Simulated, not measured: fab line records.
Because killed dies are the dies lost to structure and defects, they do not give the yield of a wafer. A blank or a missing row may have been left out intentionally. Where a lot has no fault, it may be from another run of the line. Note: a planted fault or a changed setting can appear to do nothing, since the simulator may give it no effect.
Which tool did it? + flow nand_harc + 12 lots with 36 wafers sampled at 5 steps, on a route of 1302 steps

## WHAT THE GAUGES SHOWED, per wafer
NHARC_END_SORT_01.
| lot  | measured     | on        | defect_limited_yield (%) | killed_at_array | killed_at_other | killed_at_periphery | killed_dies | killed_open | killed_short |
|------|--------------|-----------|--------------------------|-----------------|-----------------|---------------------|-------------|-------------|--------------|
| L637 | day 28 23:19 | prober-01 | 92.0 90.0 90.4           | 45 62 53        | 1 0 1           | 8 6 11              | 54 68 65    | 3 5 4       | 3 2 5        |
| L641 | day 30 14:56 | prober-02 | 93.8 93.4 92.3           | 39 40 46        | 0 0 0           | 3 5 6               | 42 45 52    | 6 2 1       | 2 4 4        |
| L644 | day 31 09:43 | prober-02 | 87.0 90.1 90.1           | 82 60 65        | 2 1 0           | 4 6 2               | 88 67 67    | 6 3 0       | 4 0 4        |
| L646 | day 32 05:26 | prober-02 | 86.0 86.1 87.9           | 94 85 76        | 0 3 3           | 1 6 3               | 95 94 82    | 2 6 2       | 1 7 0        |
| L649 | day 33 23:12 | prober-01 | 89.1 91.4 89.2           | 66 56 70        | 0 0 0           | 8 2 3               | 74 58 73    | 4 0 3       | 3 4 5        |

## TOOL THAT RAN EACH LOT (tool first, then ch and the chambers of the sampled wafers, then the start)
| lot  | NHARC_P_CONTACT_STRIP_28           | NHARC_P_CONTACT_DEGAS_38     | NHARC_P_CONTACT_CVD_23                   | NHARC_P_M0_DEP_00               |
|------|------------------------------------|------------------------------|------------------------------------------|---------------------------------|
| L628 | rie_diel-06 ch 1,2,3, day 6 01:25  | pvd_sputter-02, day 6 02:01  | cvd_w-02 ch 1, day 6 03:38 or earlier    | pecvd-02 ch 1,2, day 6 03:38    |
| L631 | rie_diel-10 ch 0,1,2, day 7 11:25  | pvd_sputter-03, day 7 12:03  | cvd_w-01 ch 0,1, day 7 13:36 or earlier  | pecvd-02 ch 0,1,2, day 7 13:36  |
| L632 | rie_diel-08 ch 1,2,3, day 7 23:59  | pvd_sputter-01, day 8 00:35  | cvd_w-01 ch 0,1, day 8 02:10 or earlier  | pecvd-04 ch 0,1, day 8 02:10    |
| L637 | rie_diel-08 ch 1,2,3, day 10 06:34 | pvd_sputter-03, day 10 07:10 | cvd_w-02 ch 0,1, day 10 08:46 or earlier | pecvd-04 ch 0,1,2, day 10 08:46 |
| L639 | rie_diel-06 ch 0,1,2, day 10 18:01 | pvd_sputter-02, day 10 18:38 | cvd_w-02 ch 0,1, day 10 20:15 or earlier | pecvd-04 ch 0,1,2, day 10 20:15 |
| L641 | rie_diel-06 ch 1,2, day 12 04:41   | pvd_sputter-01, day 12 05:19 | cvd_w-01 ch 0,1, day 12 06:55 or earlier | pecvd-02 ch 0,1,2, day 12 06:55 |
| L643 | rie_diel-08 ch 0,1,2, day 12 16:08 | pvd_sputter-02, day 12 16:44 | cvd_w-01 ch 0,1, day 12 18:17 or earlier | pecvd-02 ch 1,2, day 12 18:17   |
| L644 | rie_diel-10 ch 0,1,3, day 12 20:08 | pvd_sputter-01, day 12 20:45 | cvd_w-01 ch 0,1, day 12 22:20 or earlier | pecvd-01 ch 0,1,2, day 12 22:20 |
| L646 | rie_diel-06 ch 0,1,2, day 13 18:25 | pvd_sputter-01, day 13 19:04 | cvd_w-01 ch 0,1, day 13 20:39 or earlier | pecvd-02 ch 0,1, day 13 20:39   |
| L647 | rie_diel-06 ch 1,2,3, day 14 06:13 | pvd_sputter-01, day 14 06:52 | cvd_w-02 ch 0,1, day 14 08:27 or earlier | pecvd-04 ch 1,2, day 14 08:27   |
| L648 | rie_diel-10 ch 1,2,3, day 14 14:22 | pvd_sputter-01, day 14 14:59 | cvd_w-02 ch 0,1, day 14 16:32 or earlier | pecvd-02 ch 0,1,2, day 14 16:32 |
| L649 | rie_diel-06 ch 2,3, day 15 03:28   | pvd_sputter-02, day 15 04:06 | cvd_w-01 ch 0,1, day 15 05:45 or earlier | pecvd-01 ch 1,2, day 15 05:45   |
- NHARC_P_CONTACT_STRIP_28: strips in O2.
- NHARC_P_CONTACT_DEGAS_38: time 60 s.
- NHARC_P_CONTACT_CVD_23: deposits W, target thk 200 nm, time 557 s.
- NHARC_P_M0_DEP_00: deposits SiOC, target thk 150 nm.

## WHAT THE TOOLS THEMSELVES READ (means of the sampled wafers that have a number; where no wafer has one, the mark that the record gives instead)
NHARC_P_CONTACT_STRIP_28.
| lot  | tool        | drypump_motor_current_A (A) | o2_flow_sccm (sccm) | oes_product_au (a.u.) | rf_vpp_V (V) | showerhead_plenum_p_Torr (Torr) | throttle_valve_pct (%) |
|------|-------------|-----------------------------|---------------------|-----------------------|--------------|---------------------------------|------------------------|
| L628 | rie_diel-06 | 6.0                         | 500.6               | 1.005                 | 57.2         | 3.64                            | 17.039                 |
| L631 | rie_diel-10 | 5.9                         | 500.6               | 1.008                 | 57.8         | 3.66                            | 17.034                 |
| L632 | rie_diel-08 | 5.7                         | 499.7               | 1.013                 | 57.7         | 3.54                            | 17.032                 |
| L637 | rie_diel-08 | 5.7                         | 499.8               | 1.002                 | 58.3         | 3.54                            | 17.038                 |
| L639 | rie_diel-06 | 6.1                         | 500.0               | 0.997                 | 57.6         | 3.51                            | 17.036                 |
| L641 | rie_diel-06 | 6.1                         | 500.6               | 1.007                 | 58.6         | 3.59                            | 17.041                 |
| L643 | rie_diel-08 | 5.8                         | 500.2               | 0.994                 | 58.7         | 3.60                            | 17.033                 |
| L644 | rie_diel-10 | 5.6                         | 499.1               | 1.017                 | 58.5         | 3.68                            | 17.037                 |
| L646 | rie_diel-06 | 6.2                         | 499.0               | 0.992                 | 57.7         | 3.51                            | 17.038                 |
| L647 | rie_diel-06 | 6.1                         | 499.8               | 1.004                 | 58.6         | 3.63                            | 17.041                 |
| L648 | rie_diel-10 | 5.8                         | 499.5               | 1.000                 | 58.4         | 3.60                            | 17.036                 |
| L649 | rie_diel-06 | 5.8                         | 500.2               | 1.003                 | 57.9         | 3.67                            | 17.032                 |

NHARC_P_CONTACT_DEGAS_38.
| lot  | tool           | heater_power_w (W) | susceptor_temp_C (C) |
|------|----------------|--------------------|----------------------|
| L628 | pvd_sputter-02 | 478                | 299.98               |
| L631 | pvd_sputter-03 | 430                | 299.99               |
| L632 | pvd_sputter-01 | 467                | 299.89               |
| L637 | pvd_sputter-03 | 433                | 300.06               |
| L639 | pvd_sputter-02 | 458                | 299.76               |
| L641 | pvd_sputter-01 | 452                | 299.85               |
| L643 | pvd_sputter-02 | 466                | 300.01               |
| L644 | pvd_sputter-01 | 423                | -                    |
| L646 | pvd_sputter-01 | 418                | 300.09               |
| L647 | pvd_sputter-01 | 420                | 300.02               |
| L648 | pvd_sputter-01 | 408                | 300.01               |
| L649 | pvd_sputter-02 | 432                | 300.04               |

NHARC_P_CONTACT_CVD_23.
| lot  | tool     | heater_power_w (W) | susceptor_temp_C (C) | throttle_valve_pct (%) |
|------|----------|--------------------|----------------------|------------------------|
| L628 | cvd_w-02 | 510                | 300.11               | 7.89                   |
| L631 | cvd_w-01 | 443                | -                    | 8.09                   |
| L632 | cvd_w-01 | 444                | 300.05               | 8.20                   |
| L637 | cvd_w-02 | 477                | 299.91               | 8.12                   |
| L639 | cvd_w-02 | 472                | 300.03               | 7.95                   |
| L641 | cvd_w-01 | 457                | 300.20               | 7.92                   |
| L643 | cvd_w-01 | 455                | 300.13               | 8.19                   |
| L644 | cvd_w-01 | 455                | -                    | 8.24                   |
| L646 | cvd_w-01 | 438                | 300.25               | 8.28                   |
| L647 | cvd_w-02 | 475                | 300.09               | 7.93                   |
| L648 | cvd_w-02 | 446                | -                    | 8.33                   |
| L649 | cvd_w-01 | 460                | 300.10               | 8.25                   |

NHARC_P_M0_DEP_00.
| lot  | tool     | rf_fwd_power_W (W) | showerhead_vpp_V (V) |
|------|----------|--------------------|----------------------|
| L628 | pecvd-02 | 598.3              | 1495                 |
| L631 | pecvd-02 | 598.6              | 1477                 |
| L632 | pecvd-04 | 596.5              | 1517                 |
| L637 | pecvd-04 | 630.6              | 1535                 |
| L639 | pecvd-04 | 631.6              | 1541                 |
| L641 | pecvd-02 | 599.2              | 1471                 |
| L643 | pecvd-02 | 599.9              | 1467                 |
| L644 | pecvd-01 | 600.0              | 1497                 |
| L646 | pecvd-02 | 598.0              | 1449                 |
| L647 | pecvd-04 | 600.6              | 1524                 |
| L648 | pecvd-02 | 599.5              | 1470                 |
| L649 | pecvd-01 | 599.8              | 1503                 |

## THE ANSWER, worked out from the rows above alone
Rule: usual is defined by the lots themselves. The widest of any qualifying gaps counts: lots, ordered by their means at a reading, are off when they make up no more than a third of the lots, leave a main group of 4 or more, and stand apart from it by 3 or more times the standard deviation of that group's means. A main group is skipped when, at the precision printed for the reading in the tables above, its means are all equal. A lot without any number at a reading at which 4 lots or more have one is off too. The other lots that the step has rows for count as sound. The gauges are gone through in route order, then the tools' own readings, and for those a lot's mean is taken as printed above. The first step at which some lot is off is used, and at that step the reading that is off furthest; a lot without a number counts as furthest.
Off: L637 (NHARC_END_SORT_01, killed_at_periphery). For the main group the mean is 4 and the standard deviation 0.49. Neither off nor sound, because the step has no rows for them: L628, L631, L632, L639, L643, L647, L648.
A tool fits if, at a process step before that reading, it ran every lot that is off, and no sound lot after the first of them. The gauges at NHARC_END_SORT_01 aren't tried: what is off there is off at NHARC_P_M0_DEP_00 too, on other tools, and a gauge's error can't cause that. Because NHARC_P_CONTACT_CVD_23 lacks a start for some lots, the hours and order of its lots are taken from NHARC_P_M0_DEP_00. Can't be told from this: 4 tools fit, rie_diel-08 at NHARC_P_CONTACT_STRIP_28, pvd_sputter-03 at NHARC_P_CONTACT_DEGAS_38, cvd_w-02 at NHARC_P_CONTACT_CVD_23, pecvd-04 at NHARC_P_M0_DEP_00.

## WHAT HAD BEEN PUT IN BY THE SIMULATOR
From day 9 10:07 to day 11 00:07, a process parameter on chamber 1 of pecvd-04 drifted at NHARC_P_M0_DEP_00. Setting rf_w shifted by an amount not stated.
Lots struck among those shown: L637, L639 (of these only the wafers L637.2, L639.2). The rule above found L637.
